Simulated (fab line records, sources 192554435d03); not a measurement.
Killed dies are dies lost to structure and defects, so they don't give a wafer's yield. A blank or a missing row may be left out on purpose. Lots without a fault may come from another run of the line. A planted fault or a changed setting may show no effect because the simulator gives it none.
Chamber matching | flow n5_finfet | N5_BEOL_M2_ETCHBACK_99 on rie_diel-01: 4 sister chambers
The step etches SiO2 in CHF3, target depth 5 nm, time 10.4 s. 4 wafers are shown with their chamber, then 10 later ones without.

WAFERS WITH THEIR CHAMBER
wafer  | chamber | showerhead_plenum_p_Torr (Torr)
L086.1 | 1       | 2.19
L086.5 | 2       | 2.16
L088.2 | 0       | 2.18
L088.3 | 3       | 2.13

WAFERS WITHOUT THEIR CHAMBER
wafer  | showerhead_plenum_p_Torr (Torr)
L088.4 | 2.19
L095.2 | 2.18
L095.5 | 2.13
L095.6 | 2.15
L094.3 | 2.17
L094.5 | 2.15
L094.6 | 2.13
L097.3 | 2.17
L097.4 | 2.13
L097.5 | 2.18

WHICH CHAMBER EACH WENT THROUGH
wafer  | from the rows above          | in truth
L088.4 | can't be placed: 1 or 0      | 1
L095.2 | can't be placed: 0 or 1      | 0
L095.5 | 3                            | 3
L095.6 | can't be placed: 2 or 3      | 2
L094.3 | can't be placed: 2 or 0 or 1 | 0
L094.5 | can't be placed: 2 or 3      | 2
L094.6 | 3                            | 3
L097.3 | can't be placed: 2 or 0 or 1 | 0
L097.4 | 3                            | 3
L097.5 | can't be placed: 0 or 1      | 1
Placed correctly: 3 of 10. Can't be placed from these rows: 7 (the true chamber is among the candidates in 7). Placed wrongly: 0.
How it was worked out, from the rows above alone: a wafer's distance from a chamber is the root of the sum, over the readings, of the square of ((its reading less the chamber's mean) divided by the reading's scatter). The wafer belongs to the nearest chamber; if the next one is less than 2 further off, it can't be placed. A chamber's mean is the mean of its shown wafers. The scatter: with one shown wafer a chamber, the root of the mean of the squares of how far each hidden wafer lies from its nearest shown one.
